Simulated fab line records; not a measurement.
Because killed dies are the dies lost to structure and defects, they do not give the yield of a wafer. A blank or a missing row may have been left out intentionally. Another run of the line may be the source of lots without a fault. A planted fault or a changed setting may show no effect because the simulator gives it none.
fab line records	flow n5_finfet
record lots=4	wafers=12	last_day=17
route steps=1938 shown SD_EPI_P@328 SD_ACTIVATION@330 ILD0@335 SDB@347 MOL_CONTACT_COAG@558 BEOL_M4@1111
lots with no fault: from the same line, run without faults
start_h: start of the lot's first displayed wafer, in hours after the record's first day	wait_h: hours elapsed since this lot's preceding step	" unchanged from the row above	L1.1+2: one row covering several wafers at once	- no value, or no start was given	* or withheld: withheld	< > ~ a bound
route shown NAME@n: names a module that has steps shown in the file, with the first one's number in the route	usual: mean/standard deviation of fault-free wafers	same: alike in all rows	chamber/n: place in a boat	sites: each site's reading	_std_site: how widely they spread, as a standard deviation	_edge_site: the outer-site mean with the inner-site mean subtracted	radius_mm: how far each site lies from the wafer's centre	mask NAME#n: copy n	behind: the last tool/chamber to shape the wafer	hold: what put the lot on hold/how long, in hours/how the hold closed	device: which transistor (n, p or np) failed to switch	end of line: the same wafers' tests at the end of the route	step lacking rows: just its recipe	killed: dies that structure and defects cost at the first sort, which is not the same as the wafer's yield	map: per-die view of a wafer (x killed, . not killed, _ where there is no die)
set.NAME: the setting as run; set.NAME@STEP: as run at that earlier step	model.NAME: the simulator's own value behind a step, which no gauge read
lots seen at some steps along the route; tables by step, rows by wafer
services: from which hour (start_h, from the record's first day; less than 0 if before it) a tool's chamber was out of use, for how many hours, and why
## steps
# step N5_SD_EPI_P_SRD_25
# recipe time_s=30	temp_c=23	rinse_liquid=diw	dry=ipa_marangoni
# step N5_SD_ACTIVATION_RTA_00
# recipe temp_c=975	time_s=0	ambient=N2	idle_temp_c=600	ramp_up_c_per_s=150	ramp_down_c_per_s=60	cool_to_c=600
# step N5_SD_ACTIVATION_LSA_01
# recipe temp_c=1080	time_s=0.0008	ambient=N2
# step N5_ILD0_LINER_00
# recipe material=SiNx	target_thk_a=40	temp_c=400	ald_precursor_family=SiH2I2	ald_co_reactant=N2/H2-plasma	pulse_time_s=1	purge_time_s=2	co_reactant_purge_time_s=2	ald_cycles=80	pressure_torr=2
# step N5_ILD0_FCVD_FILL_01
# recipe material=SiO2_flowable	target_thk_a=2000	temp_c=100	pressure_torr=0.8	rf_w=2000	time_s=328.3
# step N5_ILD0_CURE_02
# recipe temp_c=450	time_s=1800	ambient=steam	idle_temp_c=400	ramp_up_c_per_min=5	ramp_down_c_per_min=3	densification_p_h2o_torr=640
# step N5_ILD0_CMP_03
# recipe stop_on=SiNx	t_overpolish_s=1.9	post_cmp_clean=alkaline_brush	down_force_psi=4.1491	platen_rpm=51.796	pad_velocity_m_s=1.0306	target_thk_nm=197.38
# step N5_ILD0_CMP_07
# recipe stop_on=poly-Si	material=SiO2_flowable	t_overpolish_s=1.18	post_cmp_clean=alkaline_brush	down_force_psi=4.1491	platen_rpm=51.796	pad_velocity_m_s=1.0306	target_thk_nm=138.88
# usual motor_current_A=12.8/1.3
lot.wafer	tool	chamber	start_h	wait_h	motor_current_A	model.a-Si_of_DUMMY_GATE_CVD_03.thk_nm	model.SiO2_flowable_of_ILD0_FCVD_FILL_01.thk_nm
L916.3	cmp-04	3	93.34	0.0	11.5	68.2	138.6
L916.6	"	3	"	"	11.8	68.4	139.6
L916.5	"	0	"	"	11.5	66.6	138.6
L921.4	cmp-04	3	128.22	0.0	10.9	67	136.4
L921.5	"	3	"	"	11.8	70.6	138.6
L921.6	"	0	"	"	11.9	66.8	136.2
L922.4	cmp-04	2	129.07	0.1	12.4	66	134.8
L922.1	"	1	"	"	11.8	70	139.8
L922.5	"	3	"	"	11.3	69.2	138.8
L933.3	cmp-03	3	193.55	0.1	12.4	69.2	139.8
L933.2	"	0	"	"	13.4	70.6	140
L933.6	"	3	"	"	13.0	69.6	138.6
# step N5_ILD0_THK_MEAS_08
# usual thk_nm=139.2/1.2
lot.wafer	tool	chamber	start_h	wait_h	thk_nm
L916.3	film_metro-02	-	93.64	-	138.8
L916.5	"	-	"	"	138.6
L916.6	"	-	"	"	139.6
L921.4	film_metro-02	-	128.51	-	135.3
L921.5	"	-	"	"	138.7
L921.6	"	-	"	"	135.3
L922.1	film_metro-02	-	129.36	-	139.9
L922.4	"	-	"	"	134.0
L922.5	"	-	"	"	138.9
L933.2	film_metro-01	-	193.81	-	140.0
L933.3	"	-	"	"	139.7
L933.6	"	-	"	"	138.5
# step N5_ILD0_PRECLEAN_10
# recipe chemistry=NF3:NH3	afs_cycles=5	time_s=20	temp_c=30	sublimation_temp_c=180	sublimation_time_s=60	pressure_torr=3	rf_power_w=30
# step N5_ILD0_ALD_15
# recipe material=SiNx	target_thk_a=240	temp_c=400	ald_precursor_family=SiH2I2	ald_co_reactant=N2/H2-plasma	pulse_time_s=1	ald_cycles=480	purge_time_s=2	co_reactant_purge_time_s=2	pressure_torr=2
# step N5_ILD0_CMP_12
# recipe stop_on=poly-Si	material=SiNx	t_overpolish_s=6	post_cmp_clean=alkaline_brush	down_force_psi=2.5	platen_rpm=51.8	pad_velocity_m_s=1.0307	target_thk_nm=17.67
# step N5_SDB_HM_DEP_00
# recipe material=SiNx	target_thk_a=400	temp_c=400	precursor=SiH4/NH3/N2	pressure_torr=1.5	rf_w=300	time_s=35.3
# step N5_SDB_COAT_03
# recipe resist=SOC	temp_c=250	time_s=60	spin_rpm=1500	resist_thk_nm=100
# step N5_SDB_COAT_04
# recipe resist=SiARC	temp_c=220	time_s=60	spin_rpm=1500	resist_thk_nm=18
# step N5_SDB_COAT_05
# recipe resist=CAR-ArF	spin_rpm=1500	resist_thk_nm=90
# step N5_SDB_EBR_07
# recipe solvent=PGMEA	ebr_width_mm=1.5
# step N5_SDB_SOFTBAKE_06
# recipe temp_c=110	time_s=60	resist=CAR-ArF
# step N5_SDB_EXPOSE_08
# recipe mask_id=SDB	na=1.35	source_shape=conventional	sigma_outer=0.5	polarization=unpolarized	dose_mj=49.6
# step N5_SDB_PEB_09
# recipe peb_temp_c=withheld	peb_time_s=60	resist=CAR-ArF
# step N5_SDB_DEVELOP_10
# recipe develop_time_s=30	developer=TMAH	resist=CAR-ArF	rinse_liquid=diw	dry=air_spin	dev_temp_c=23
# step N5_SDB_DESCUM_16
# recipe chemistry=O2	time_s=7.9	source_power_w=50	bias_power_w=20	pressure_mtorr=20	rf_frequency_hz=2.712e+07	temp_c=40	resist=CAR-ArF	o2_flow_sccm=225
# step N5_SDB_ETCH_17
# recipe chemistry=CF4	target=SiARC	target_depth_a=234	mask_material=CAR-ArF	time_s=39	ion_energy_ev=80	pressure_mtorr=40	source_w=545	bias_w=36	Ar_flow_sccm=100	cf4_flow_sccm=100	ends=cleared
# step N5_SDB_ETCH_18
# recipe chemistry=N2/H2	target=SOC	target_depth_a=1000	overetch_a=200	mask_material=SiARC	temp_c=40	time_s=150	ion_energy_ev=200	pressure_mtorr=30	source_w=840	bias_w=150	n2_flow_sccm=200	h2_flow_sccm=200
# step N5_SDB_STRIP_19
# recipe chemistry=N2/H2	temp_c=40	n2_flow_sccm=200	h2_flow_sccm=200	rf_frequency_hz=6e+07
# step N5_SDB_STRIP_21
# recipe chemistry=CF4	resist=SiARC	power_w=300	bias_power_w=75	pressure_mtorr=50	cf4_flow_sccm=150	rf_frequency_hz=6e+07
# step N5_SDB_HM_OPEN_20
# recipe chemistry=CH3F/O2	target=SiNx	mask_material=SOC	target_depth_a=240	stop_on=poly-Si	over_etch_frac=0.4	ion_energy_ev=120	pressure_mtorr=30	source_w=395	bias_w=73	Ar_flow_sccm=150	CH3F_flow_sccm=30	O2_flow_sccm=20
# step N5_SDB_STRIP_22
# recipe chemistry=N2/H2	power_w=1000	temp_c=250	h2_frac=0.65	overash_fraction=0.3	pressure_mtorr=withheld	n2_flow_sccm=1750	h2_flow_sccm=3250
# step N5_SDB_PRECLEAN_23
# recipe chemistry=dHF	time_s=30	temp_c=25	dilution=withheld
# step N5_SDB_DUMMY_REMOVE_24
# recipe chemistry=TMAH	temp_c=70	target=poly-Si	stop_on=SiO2	target_depth_nm=142	conc_wt_pct=5	time_s=57	dry=ipa_marangoni	rinse_time_s=30	rinse_temp_c=23
# step N5_SDB_ETCH_25
# recipe chemistry=C4F6/O2	target=SiO2	target_depth_a=100	time_s=3.3	ion_energy_ev=250	mask_material=SiNx	pressure_mtorr=30	source_w=345	bias_w=185	Ar_flow_sccm=300	C4F6_flow_sccm=10	O2_flow_sccm=10
# step N5_SDB_CUT_ETCH_26
# recipe chemistry=HBr/Cl2/O2	target=Si	target_depth_a=1296	bt_time_s=20	mask_material=SiNx	time_s=51.8	ion_energy_ev=*	bias_w=*	pressure_mtorr=10	icp_w=800	HBr_flow_sccm=150	Cl2_flow_sccm=80	O2_flow_sccm=12
# step N5_SDB_CMP_30
# recipe stop_on=poly-Si	t_overpolish_s=1.54	post_cmp_clean=alkaline_brush	down_force_psi=4.1491	platen_rpm=51.796	pad_velocity_m_s=1.0306	target_thk_nm=30
# usual motor_current_A=12.6/1.2	overpolish_run_s=1.539/0.0093	time_to_endpoint_s=17.9/2.4
lot.wafer	tool	chamber	start_h	wait_h	motor_current_A	overpolish_run_s	time_to_endpoint_s	model.a-Si_of_DUMMY_GATE_CVD_03.thk_nm
L916.3	cmp-04	1	101.15	1.4	11.6	1.532	21.3	63.6
L916.6	"	0	"	"	11.2	1.539	17.8	63.6
L916.5	"	1	"	"	11.7	1.544	22.3	61.8
L921.4	cmp-03	1	136.39	1.5	12.8	1.542	17.0	62.4
L921.5	"	3	"	"	12.7	1.515	19.3	65.8
L921.6	"	0	"	"	13.9	1.533	18.9	62.2
L922.4	cmp-04	3	136.80	1.4	10.8	1.534	14.9	61.2
L922.1	"	0	"	"	11.3	1.541	15.4	65.2
L922.5	"	0	"	"	10.6	1.532	16.2	64.4
L933.2	cmp-03	3	201.23	1.4	11.9	1.540	18.1	66
L933.3	"	1	"	"	12.6	1.536	14.2	64.4
L933.6	"	2	"	"	14.2	1.526	16.3	65
# step N5_MOL_CONTACT_COAG_WET_ETCH_116
# recipe chemistry=SC1-inhibited	target_depth_nm=4.6	dry=ipa_marangoni	rinse_time_s=30	rinse_temp_c=23
lot.wafer	tool	chamber	start_h	wait_h	model.SiO2_flowable_of_ILD0_FCVD_FILL_01.thk_nm
L916.3	wet_bench-03	5	125.72	0.0	111.6
L916.5	"	1	"	"	111.8
L916.6	"	7	"	"	112.4
L921.4	wet_bench-03	3	164.10	0.0	110
L921.5	"	6	"	"	111.8
L921.6	"	1	"	"	109.8
L922.1	wet_bench-05	3	164.33	0.0	112.8
L922.4	"	7	"	"	108.8
L922.5	"	0	"	"	112
L933.2	wet_bench-01	2	224.59	0.0	112.8
L933.3	"	1	"	"	112.6
L933.6	"	5	"	"	111.8
# step N5_BEOL_M4_RC_MEAS_101
# usual DIBL_N=36.8/1.5	DIBL_P=37.1/2.1	IOFF_N=0.168/0.03	IOFF_P=0.22/0.034	ION_N=679/12	ION_P=466/8	SS_N=71.7/0.58	SS_P=73.5/0.67	VT_N=248.8/2.7	VT_P=-250/3.3
lot.wafer	tool	chamber	start_h	wait_h	DIBL_N[mV/V]	DIBL_P[mV/V]	IOFF_N[nA/um]	IOFF_P[nA/um]	ION_N[uA/um]	ION_P[uA/um]	SS_N[mV/dec]	SS_P[mV/dec]	VT_N[mV]	VT_P[mV]
L916.3	prober-01	0	186.07	0.3	36.4	35.5	0.150	0.21	674	466	71.7	72.3	249.1	-250
L916.5	"	0	"	"	37.0	36.5	0.167	0.23	669	464	72.5	73.1	249.3	-250
L916.6	"	0	"	"	36.4	36.1	0.147	0.21	665	460	71.9	73.1	252.4	-249
L921.4	prober-02	0	216.58	0.5	36.7	38.2	0.169	0.20	673	459	71.4	73.1	248.1	-253
L921.5	"	0	"	"	37.8	39.3	0.189	0.22	680	461	71.5	74.2	245.8	-251
L921.6	"	0	"	"	37.0	37.7	0.177	0.21	681	458	71.6	73.9	248.0	-252
L922.1	prober-01	0	237.24	0.0	36.7	34.8	0.153	0.19	673	458	71.5	73.8	249.5	-255
L922.4	"	0	"	"	34.9	34.6	0.138	0.19	665	457	70.9	73.4	250.2	-254
L922.5	"	0	"	"	35.7	34.3	0.158	0.18	678	457	71.0	73.2	247.7	-254
L933.2	prober-02	0	296.74	0.2	38.0	37.6	0.201	0.27	688	467	72.2	73.3	247.5	-246
L933.3	"	0	"	"	34.4	33.6	0.137	0.19	673	464	71.1	72.2	249.0	-251
L933.6	"	0	"	"	37.1	36.5	0.189	0.25	692	475	71.8	73.0	245.8	-245
## services
tool	chamber	start_h	hours	kind
cmp-04	-	79.04	5.5	pm
cmp-04	-	111.90	1.4	repair
cmp-03	-	127.15	1.9	repair
wet_bench-05	-	132.77	1.7	repair
cmp-04	-	192.99	4.0	pm
cmp-04	-	196.99	-	consumable_replace:conditioner
cmp-04	-	196.99	-	consumable_replace:pad
cmp-03	-	203.68	0.3	repair
cmp-04	-	221.33	1.1	repair
## key
first_sign step=N5_ILD0_THK_MEAS_08	reading=thk_nm	direction=down	sigmas=3.8	usual=*	struck=*
effect none on later readings
model_effect step=N5_ILD0_CMP_07	value=a-Si_of_DUMMY_GATE_CVD_03.thk_nm	without=69.13	struck=66.6
model_effect step=N5_SDB_CMP_30	value=a-Si_of_DUMMY_GATE_CVD_03.thk_nm	without=64.33	struck=61.93
model_effect step=N5_MOL_CONTACT_COAG_WET_ETCH_116	value=SiO2_flowable_of_ILD0_FCVD_FILL_01.thk_nm	without=111.5	struck=109.5
met_at N5_ILD0_CMP_07
struck_wafers L921.4,L921.6,L922.4
onset_between 93.34 128.22
fault kind=process_parameter_drift	tool=cmp-04	chamber=-	onset_h=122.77	steps=N5_ILD0_CMP_07	channel=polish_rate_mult	offset=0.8	shape=step	end_h=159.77	scope=struck_wafers_only
